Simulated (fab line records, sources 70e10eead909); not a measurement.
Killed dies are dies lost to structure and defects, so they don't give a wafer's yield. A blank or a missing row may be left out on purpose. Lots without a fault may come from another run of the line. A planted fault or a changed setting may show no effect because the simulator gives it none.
Which tool did it? | flow nand_harc | 12 lots, 36 wafers sampled, at 4 steps of a route of 1159

WHAT THE GAUGES READ, wafer by wafer
NHARC_P_M0_OVL_MEAS_10: pitch 180 nm.
lot  | measured     | on         | overlay_x_nm (nm)
L075 | day 5 20:45  | overlay-01 | -1.9 -2.3 -2.5
L077 | day 6 10:17  | overlay-01 | -1.7 -1.4 -1.5
L078 | day 7 00:14  | overlay-02 | 0.4 0.0 0.4
L081 | day 7 13:53  | overlay-02 | 0.0 -0.6 -0.3
L083 | day 8 02:01  | overlay-02 | -1.6 -1.2 -0.8
L087 | day 9 03:35  | overlay-02 | -0.4 -0.3 -0.6
L085 | day 9 10:25  | overlay-01 | 1.1 1.2 0.8
L089 | day 9 13:59  | overlay-02 | 0.2 -0.2 0.7
L092 | day 9 22:46  | overlay-01 | 2.9 2.5 2.8
L093 | day 10 11:11 | overlay-02 | 0.0 -0.6 -0.3
L096 | day 11 02:02 | overlay-02 | -0.5 -0.4 -1.0
L097 | day 11 06:38 | overlay-01 | -0.4 -0.6 -0.4

WHICH TOOL RAN EACH LOT (tool, then ch and the chambers of the sampled wafers, then the start)
lot  | NHARC_P_GATE_STRIP_75                | NHARC_P_CONTACT_ETCH_18                       | NHARC_P_CONTACT_DEGAS_38
L075 | plasma_asher-02 ch 0,1, day 5 05:15  | rie_diel-12 ch 0,1,3, day 5 15:32 or earlier  | pvd_sputter-02, day 5 15:32
L077 | plasma_asher-01 ch 0,1, day 5 19:36  | rie_diel-06 ch 0,1,2, day 6 05:25 or earlier  | pvd_sputter-03, day 6 05:25
L078 | plasma_asher-01 ch 1, day 6 09:13    | rie_diel-06 ch 0,2, day 6 18:31 or earlier    | pvd_sputter-01, day 6 18:31
L081 | plasma_asher-02 ch 0,1, day 6 22:25  | rie_diel-06 ch 1,2,3, day 7 07:34 or earlier  | pvd_sputter-03, day 7 07:34
L083 | plasma_asher-02 ch 0,1, day 7 10:38  | rie_diel-12 ch 0,3, day 7 20:05 or earlier    | pvd_sputter-02, day 7 20:05
L087 | plasma_asher-02 ch 0,1, day 8 12:14  | rie_diel-12 ch 2,3, day 8 21:07 or earlier    | pvd_sputter-02, day 8 21:07
L085 | plasma_asher-01 ch 0,1, day 8 14:48  | rie_diel-02 ch 0,1,2, day 9 00:05 or earlier  | pvd_sputter-01, day 9 00:05
L089 | plasma_asher-01 ch 0, day 9 02:00    | rie_diel-12 ch 0,2,3, day 9 11:30 or earlier  | pvd_sputter-02, day 9 11:30
L092 | plasma_asher-01 ch 0,1, day 9 11:04  | rie_diel-06 ch 1,2,3, day 9 20:16 or earlier  | pvd_sputter-03, day 9 20:16
L093 | plasma_asher-01 ch 0,1, day 9 20:42  | rie_diel-12 ch 0,1,2, day 10 06:26 or earlier | pvd_sputter-01, day 10 06:26
L096 | plasma_asher-01 ch 0,1, day 10 14:35 | rie_diel-12 ch 1,2,3, day 10 23:40 or earlier | pvd_sputter-01, day 10 23:40
L097 | plasma_asher-02 ch 0,1, day 10 19:11 | rie_diel-12 ch 2,3, day 11 04:17 or earlier   | pvd_sputter-02, day 11 04:17
- NHARC_P_GATE_STRIP_75: strips in O2.
- NHARC_P_CONTACT_ETCH_18: etches the open film in C4F8/O2/Ar, target depth 481 nm, time 240.5 s.
- NHARC_P_CONTACT_DEGAS_38: time 60 s.

THE ANSWER, worked out from the rows above alone
Rule: what is usual is taken from the lots themselves. Put in order of their means at a reading, lots are off if they are a third of the lots or fewer, leave a main group of 4 or more, and stand apart from it by a gap of 3 or more times the standard deviation of the main group's means; of several such gaps the widest counts. A main group whose means are all the same, to the digits that the tables above print for the reading, isn't used. A lot without any number at a reading at which 4 lots or more have one is off too. The other lots that the step has rows for count as sound.
No lot is off at any reading shown: from this, nothing can be told.

WHAT THE SIMULATOR HAD PUT IN
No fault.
